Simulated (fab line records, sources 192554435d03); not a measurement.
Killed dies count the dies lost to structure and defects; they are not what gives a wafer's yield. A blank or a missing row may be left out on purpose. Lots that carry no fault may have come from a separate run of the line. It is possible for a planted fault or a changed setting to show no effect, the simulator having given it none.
Chamber matching -- flow n5_finfet -- 4 sister chambers for N5_BEOL_M9_STRIP_36 on rie_diel-03
The step strips in N2/H2. 4 wafers are shown with their chamber, then 11 later ones without.

== WAFERS PAIRED WITH THEIR CHAMBERS ==
wafer,chamber,throttle_valve_pct (%)
L085.3,2,23.3
L088.1,1,24.0
L088.5,3,23.4
L092.2,0,23.2

== WAFERS WITHOUT THEIR CHAMBER ==
wafer,throttle_valve_pct (%)
L092.5,23.2
L092.6,23.4
L094.1,23.3
L094.4,23.4
L094.6,24.1
L095.1,24.0
L095.3,23.4
L095.4,23.3
L096.1,23.4
L096.3,23.2
L096.4,24.1

== EACH ONE'S CHAMBER ==
wafer,from the rows above,in truth
L092.5,0,0
L092.6,3,3
L094.1,2,2
L094.4,3,3
L094.6,1,1
L095.1,1,1
L095.3,3,3
L095.4,2,2
L096.1,3,3
L096.3,0,0
L096.4,1,1
Placed correctly: 11 of 11. Number that these rows cannot place: 0. 0 placed wrongly.
How it was worked out, from the rows above alone: a wafer's distance from a chamber is the root of the sum, over the readings, of the square of ((its reading less the chamber's mean) divided by the reading's scatter). If the next closest chamber is less than 2 further off than the closest, the wafer can't be placed; otherwise it belongs to the closest. A chamber's mean is the mean of its shown wafers. The scatter: root of mean squared gap, hidden wafer to nearest shown wafer, with one shown wafer a chamber.
